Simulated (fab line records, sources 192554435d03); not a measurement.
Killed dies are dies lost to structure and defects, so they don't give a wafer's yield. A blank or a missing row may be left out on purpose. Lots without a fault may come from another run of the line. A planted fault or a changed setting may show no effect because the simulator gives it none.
fab line records | flow n5_finfet
record lots=9 wafers=27 last_day=17
route steps=1938 shown ZERO_LAYER@9 WELL_APT@44 PMOS_HMC_CHANNEL_EPI@68 BEOL_M4@1111
lots that met no fault: from a run of the same line without faults
start_h: hours from the record's first day to the start of the lot's first wafer shown | wait_h: hours since the lot's step before | " the same as in the row above | L1.1+2: a row that stands for several wafers | - no value, or no start given | * or withheld: withheld | < > ~ a bound
route shown NAME@n: a module of which the file shows steps, and the number in the route of the first | usual: mean/standard deviation of fault-free wafers | same: alike in all rows | chamber/n: place in a boat | sites: the reading at each site | _std_site: their standard deviation | _edge_site: outer sites' mean less inner sites' | radius_mm: how far each site lies from the wafer's centre | mask NAME#n: copy n | behind: the tool/chamber that last shaped the wafer | hold: why the lot was held/for how many hours/how that ended | device: the transistor (n, p or np) that didn't switch | end of line: the same wafers' tests at the end of the route | a step without rows: its recipe alone | killed: dies lost to structure and defects at the first sort, not the wafer's yield | map: a wafer's dies, x killed, . not, _ none there
set.NAME: the setting as run; set.NAME@STEP: as run at that earlier step | model.NAME: the simulator's own value behind a step, which no gauge read
steps of the route over a sample of lots; a table a step, a row a wafer
services: from which hour (start_h, from the record's first day; less than 0 if before it) a tool's chamber was out of use, for how many hours, and why
## steps
# step N5_ZERO_LAYER_EXPOSE_08
# recipe mask_id=ZERO na=0.55 source_shape=conventional sigma_outer=0.8 polarization=unpolarized defocus_nm=0 target_cd_nm=2000 dose_mj=16.2
# usual exposure_dose_mJ_cm2=16.192/0.015 stage_vel_mm_s=500.06/0.27
# columns lot.wafer tool chamber start_h wait_h mask exposure_dose_mJ_cm2 stage_vel_mm_s
L412.1 krf_scanner-01 0 12.47 - ZERO#0 16.209 500.21
L412.4 " 0 " " ZERO#0 16.189 499.94
L412.6 " 0 " " ZERO#0 16.194 500.22
L414.1 krf_scanner-02 0 24.46 - ZERO#0 16.185 500.22
L414.3 " 0 " " ZERO#0 16.205 500.09
L414.5 " 0 " " ZERO#0 16.196 499.81
L417.1 krf_scanner-01 0 42.51 - ZERO#0 16.191 500.21
L417.2 " 0 " " ZERO#0 16.199 499.87
L417.4 " 0 " " ZERO#0 16.195 499.97
L421.2 krf_scanner-01 0 66.47 - ZERO#0 16.184 499.93
L421.4 " 0 " " ZERO#0 16.218 499.90
L421.6 " 0 " " ZERO#0 16.202 500.05
L422.1 krf_scanner-02 0 72.59 - ZERO#0 16.210 499.96
L422.2 " 0 " " ZERO#0 16.194 500.24
L422.3 " 0 " " ZERO#0 16.195 500.41
L424.3 krf_scanner-02 0 84.48 - ZERO#0 16.205 500.40
L424.4 " 0 " " ZERO#0 16.192 500.51
L424.6 " 0 " " ZERO#0 16.188 500.72
L432.2 krf_scanner-01 0 132.79 - ZERO#0 15.147 500.27
L432.3 " 0 " " ZERO#0 15.136 500.08
L432.6 " 0 " " ZERO#0 15.153 500.37
L433.1 krf_scanner-01 0 138.46 - ZERO#0 15.352 499.40
L433.2 " 0 " " ZERO#0 15.351 499.65
L433.3 " 0 " " ZERO#0 15.341 500.14
L435.2 krf_scanner-02 0 150.47 - ZERO#0 16.211 499.96
L435.4 " 0 " " ZERO#0 16.208 499.84
L435.5 " 0 " " ZERO#0 16.193 499.73
# step N5_ZERO_LAYER_CD_MEAS_11
# recipe target_cd_nm=2000 landing_energy_ev=500 detector=se_inlens
# usual cd_nm=1999.1/1.7
# columns lot.wafer tool chamber start_h wait_h cd_nm
L412.1 cd_sem-02 0 12.64 - 1998.7
L412.4 " 0 " " 2000.1
L412.6 " 0 " " 2001.6
L414.1 cd_sem-01 0 24.64 - 2000.0
L414.3 " 0 " " 1998.5
L414.5 " 0 " " 2001.5
L417.1 cd_sem-01 0 42.68 - 1997.0
L417.2 " 0 " " 1998.7
L417.4 " 0 " " 1996.4
L421.2 cd_sem-02 0 66.64 - 2000.7
L421.4 " 0 " " 1997.8
L421.6 " 0 " " 2000.8
L422.1 cd_sem-03 0 72.77 - 1997.6
L422.2 " 0 " " 1997.8
L422.3 " 0 " " 1999.0
L424.3 cd_sem-02 0 84.65 - 1996.7
L424.4 " 0 " " 1996.4
L424.6 " 0 " " 1998.7
L432.2 cd_sem-02 0 132.96 - 1987.4
L432.3 " 0 " " 1988.1
L432.6 " 0 " " 1984.3
L433.1 cd_sem-02 0 138.64 - 1990.7
L433.2 " 0 " " 1988.6
L433.3 " 0 " " 1990.4
L435.2 cd_sem-01 0 150.65 - 2001.8
L435.4 " 0 " " 1998.9
L435.5 " 0 " " 1997.9
# step N5_ZERO_LAYER_STRIP_24
# recipe chemistry=O2 power_w=1000 temp_c=250 overash_fraction=0.3 pressure_mtorr=1000 o2_flow_sccm=6750
# usual drypump_motor_current_A=5.8/0.44 heater_power_w=354/27 oes_product_au=0.647/0.0045 strip_time_to_endpoint_s=43.84/0.089
# columns lot.wafer tool chamber start_h wait_h drypump_motor_current_A heater_power_w oes_product_au rf_hours_counter_h strip_time_to_endpoint_s
L412.1 plasma_asher-02 0 12.90 0.1 5.8 376 0.654 73 43.81
L412.4 " 0 " " 5.8 389 0.648 - 43.77
L412.6 " 1 " " 5.9 319 0.649 - 43.74
L414.1 plasma_asher-02 1 24.89 0.1 5.9 324 0.645 75 43.88
L414.3 " 1 " " 5.9 320 0.642 - 43.78
L414.5 " 0 " " 5.8 381 0.647 - 43.76
L417.1 plasma_asher-01 1 43.09 0.1 6.4 354 0.641 32 43.99
L417.2 " 0 " " 5.0 357 0.639 32 43.93
L417.4 " 1 " " 6.4 357 0.654 - 43.94
L421.2 plasma_asher-01 0 66.89 0.1 5.0 357 0.653 37 43.97
L421.4 " 0 " " 5.0 364 0.643 - 43.99
L421.6 " 0 " " 5.0 355 0.649 - 44.00
L422.1 plasma_asher-02 0 73.12 0.1 5.9 384 0.653 84 43.91
L422.2 " 1 " " 5.9 305 0.653 84 43.98
L422.3 " 1 " " 5.9 320 0.653 - 44.00
L424.3 plasma_asher-02 0 85.30 0.1 5.9 390 0.641 - 43.76
L424.4 " 1 " " 5.9 315 0.647 - 43.87
L424.6 " 1 " " 5.9 320 0.646 - 43.81
L432.2 plasma_asher-02 0 133.22 0.1 5.8 380 0.653 99 43.79
L432.3 " 1 " " 5.9 318 0.645 - 43.72
L432.6 " 0 " " 5.8 384 0.645 - 43.77
L433.1 plasma_asher-01 0 138.90 0.1 5.0 356 0.641 48 43.88
L433.2 " 1 " " 6.4 358 0.654 48 44.01
L433.3 " 0 " " 5.0 372 0.645 - 44.05
L435.2 plasma_asher-02 0 150.92 0.1 5.9 386 0.651 102 43.77
L435.4 " 1 " " 5.9 314 0.650 - 43.89
L435.5 " 1 " " 5.9 319 0.652 - 43.90
# step N5_WELL_APT_OVL_MEAS_26
# recipe points_per_wafer=44
# usual PWELL_OVL=-1/5.5
# columns lot.wafer tool chamber start_h wait_h PWELL_OVL[nm]
L412.1 overlay-02 0 15.01 0.0 -9
L412.4 " 0 " " -3
L412.6 " 0 " " 2
L414.1 overlay-02 0 26.98 0.0 3
L414.3 " 0 " " 2
L414.5 " 0 " " 5
L417.1 overlay-01 0 45.06 0.0 -8
L417.2 " 0 " " -4
L417.4 " 0 " " -10
L421.2 overlay-01 0 68.96 0.0 -1
L421.4 " 0 " " 4
L421.6 " 0 " " 0
L422.1 overlay-02 0 74.93 0.0 -6
L422.2 " 0 " " -11
L422.3 " 0 " " -11
L424.3 overlay-02 0 87.37 0.0 1
L424.4 " 0 " " 0
L424.6 " 0 " " -3
L432.2 overlay-02 0 135.29 0.0 0
L432.3 " 0 " " -4
L432.6 " 0 " " -3
L433.1 overlay-02 0 140.96 0.0 -3
L433.2 " 0 " " -3
L433.3 " 0 " " 3
L435.2 overlay-02 0 152.74 0.0 -9
L435.4 " 0 " " -2
L435.5 " 0 " " 0
# step N5_PMOS_HMC_CHANNEL_EPI_DESCUM_14
# recipe chemistry=O2 time_s=7.9 source_power_w=50 bias_power_w=20 pressure_mtorr=20 rf_frequency_hz=2.712e+07 temp_c=40 resist=CAR-ArF-block o2_flow_sccm=225
# usual drypump_motor_current_A=5.84/0.22 oes_product_au=0.77/0.073 rf_vpp_V=242.8/1.4 showerhead_plenum_p_Torr=2.07/0.077 throttle_valve_pct=20.54/0.18
# columns lot.wafer tool chamber start_h wait_h drypump_motor_current_A oes_product_au rf_hours_counter_h rf_vpp_V showerhead_plenum_p_Torr throttle_valve_pct
L412.1 rie_diel-05 3 18.00 0.0 6.01 0.81 101 242.2 2.02 20.51
L412.4 " 1 " " 5.68 0.73 192 242.7 2.09 20.47
L412.6 " 3 " " 6.00 0.80 - 243.3 2.02 20.52
L414.1 rie_diel-03 3 30.21 0.2 5.82 0.70 209 240.5 1.99 20.49
L414.3 " 0 " " 6.22 0.76 133 244.4 2.11 20.68
L414.5 " 1 " " 5.56 0.80 - 242.8 2.02 20.47
L417.1 rie_diel-04 3 47.53 0.0 6.20 0.79 135 244.5 2.09 20.66
L417.2 " 0 " " 5.48 0.76 148 241.7 2.00 20.39
L417.4 " 2 " " 5.65 0.72 213 241.5 1.98 20.38
L421.2 rie_diel-05 1 71.48 0.3 5.68 0.71 209 244.8 2.08 20.48
L421.4 " 3 " " 6.03 0.78 119 244.0 2.02 20.51
L421.6 " 2 " " 5.83 0.93 - 245.4 2.24 20.57
L422.1 rie_diel-04 0 77.22 0.0 5.54 0.75 156 243.7 2.00 20.41
L422.2 " 2 " " 5.63 0.71 222 242.0 1.97 20.41
L422.3 " 1 " " 6.03 0.90 46 242.9 2.04 20.13
L424.3 rie_diel-03 3 89.82 0.0 5.77 0.69 225 241.3 1.98 20.52
L424.4 " 1 " " 5.60 0.78 142 243.1 2.02 20.47
L424.6 " 3 " " 5.79 0.69 - 241.3 1.98 20.51
L432.2 rie_diel-05 3 137.77 0.2 6.02 0.76 138 242.1 2.01 20.56
L432.3 " 2 " " 5.79 0.89 45 245.2 2.23 20.60
L432.6 " 0 " " 5.80 0.69 - 242.3 2.07 20.85
L433.1 rie_diel-04 2 143.30 0.0 5.61 0.70 243 240.3 1.97 20.43
L433.2 " 3 " " 6.21 0.75 165 242.9 2.08 20.69
L433.3 " 1 " " 5.98 0.87 67 242.7 2.04 20.16
L435.2 rie_diel-05 3 155.03 0.0 5.99 0.76 143 241.8 2.01 20.56
L435.4 " 1 " " 5.69 0.70 233 241.9 2.08 20.53
L435.5 " 1 " " 5.68 0.69 - 242.2 2.08 20.52
# step N5_BEOL_M4_RC_MEAS_101
# usual DIBL_N=36.8/1.5 DIBL_P=37.1/2.1 IOFF_N=0.168/0.03 IOFF_P=0.22/0.034 ION_N=679/12 ION_P=466/8 SS_N=71.7/0.58 SS_P=73.5/0.67 VT_N=248.8/2.7 VT_P=-250/3.3
# columns lot.wafer tool chamber start_h wait_h DIBL_N[mV/V] DIBL_P[mV/V] IOFF_N[nA/um] IOFF_P[nA/um] ION_N[uA/um] ION_P[uA/um] SS_N[mV/dec] SS_P[mV/dec] VT_N[mV] VT_P[mV]
L412.1 prober-02 0 156.19 0.0 38.6 39.9 0.204 0.24 683 463 73.2 74.1 247.3 -249
L412.4 " 0 " " 34.9 35.0 0.135 0.17 662 455 71.3 73.5 250.8 -256
L412.6 " 0 " " 38.5 39.9 0.213 0.25 679 466 71.6 74.3 244.0 -247
L414.1 prober-01 0 181.48 0.0 37.0 36.1 0.146 0.19 678 461 71.5 73.5 249.8 -253
L414.3 " 0 " " 36.9 36.0 0.146 0.20 675 462 70.6 72.9 247.4 -249
L414.5 " 0 " " 37.1 36.1 0.148 0.20 672 461 70.9 73.4 248.0 -250
L417.1 prober-01 0 185.76 0.0 37.7 38.3 0.187 0.26 678 467 72.6 74.2 247.7 -246
L417.2 " 0 " " 39.2 37.7 0.213 0.24 680 460 72.9 73.9 248.0 -247
L417.4 " 0 " " 34.7 33.1 0.126 0.17 667 458 71.5 73.1 252.7 -252
L421.2 prober-01 0 209.36 0.2 38.6 40.4 0.222 0.23 688 457 71.9 74.1 245.8 -253
L421.4 " 0 " " 35.1 36.2 0.148 0.16 680 458 70.8 72.7 249.5 -257
L421.6 " 0 " " 37.7 38.2 0.178 0.20 673 457 72.5 73.5 249.2 -254
L422.1 prober-02 0 216.12 0.0 40.3 41.8 0.264 0.28 698 468 72.5 74.9 243.8 -250
L422.2 " 0 " " 36.5 36.5 0.150 0.18 660 452 70.7 74.0 251.1 -253
L422.3 " 0 " " 38.9 41.4 0.217 0.27 677 467 72.4 74.1 244.8 -249
L424.3 prober-02 0 240.63 0.3 37.1 39.3 0.176 0.24 677 463 72.4 73.6 250.6 -246
L424.4 " 0 " " 36.8 40.2 0.175 0.27 670 463 72.5 74.6 249.6 -246
L424.6 " 0 " " 37.4 40.5 0.181 0.27 674 466 72.5 74.3 247.8 -246
L433.1 prober-02 0 288.14 0.0 39.5 39.8 0.233 0.28 712 478 71.8 74.5 244.4 -247
L433.2 " 0 " " 36.3 36.0 0.149 0.21 687 472 71.4 73.2 250.9 -249
L433.3 " 0 " " 37.7 37.7 0.182 0.23 695 476 72.2 73.2 248.9 -250
L432.2 prober-02 0 294.62 0.2 38.9 37.8 0.177 0.19 678 460 72.3 73.9 247.2 -256
L432.3 " 0 " " 36.8 35.5 0.135 0.17 675 459 70.8 73.3 254.0 -256
L432.6 " 0 " " 38.6 36.7 0.174 0.18 683 462 72.4 73.7 249.3 -257
L435.2 prober-01 0 314.67 0.2 37.7 38.6 0.167 0.25 676 467 71.3 73.1 249.5 -246
L435.4 " 0 " " 38.0 37.2 0.171 0.22 680 469 71.0 72.6 249.2 -248
L435.5 " 0 " " 35.4 34.7 0.135 0.18 667 455 71.3 72.9 252.4 -251
## services
# columns tool chamber start_h hours kind
rie_diel-05 3 -6.23 9.3 repair
krf_scanner-01 - 2.79 1.3 pm
rie_diel-05 1 5.36 3.1 repair
krf_scanner-02 - 8.22 1.0 pm
krf_scanner-01 - 29.40 4.0 pm
krf_scanner-01 - 33.42 0.8 pm
plasma_asher-02 - 40.51 1.3 repair
krf_scanner-02 0 45.88 - calibration
krf_scanner-01 - 56.02 0.8 pm
krf_scanner-02 - 61.55 1.3 pm
plasma_asher-01 - 80.62 13.4 repair
krf_scanner-01 0 84.19 - calibration
krf_scanner-02 - 90.02 2.5 repair
rie_diel-05 - 97.29 2.8 pm
krf_scanner-01 - 98.78 1.0 pm
krf_scanner-02 - 106.48 8.9 repair
krf_scanner-02 - 136.19 0.8 pm
## key
first_sign step=N5_ZERO_LAYER_EXPOSE_08 reading=exposure_dose_mJ_cm2 direction=down sigmas=62 usual=16.192 struck=15.247
effect step=N5_ZERO_LAYER_CD_MEAS_11 reading=cd_nm direction=down sigmas=6.5 usual=1999.1 struck=1988.2 through=control_loop
met_at N5_ZERO_LAYER_EXPOSE_08
struck_lots L432,L433
loop_trim step=N5_ZERO_LAYER_EXPOSE_08 setting=dose lots=L433
not_acting_at N5_ZERO_LAYER_STRIP_24,N5_WELL_APT_OVL_MEAS_26,N5_PMOS_HMC_CHANNEL_EPI_DESCUM_14
onset_between 66.47 132.79
fault kind=process_parameter_drift tool=krf_scanner-01 chamber=- onset_h=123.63 steps=N5_ZERO_LAYER_EXPOSE_08 channel=dose_mj offset=-1.035 shape=step acts_in=these_recipes_only stated=16.2
# loop_trim: a control loop set the setting to another value than it would have without faults
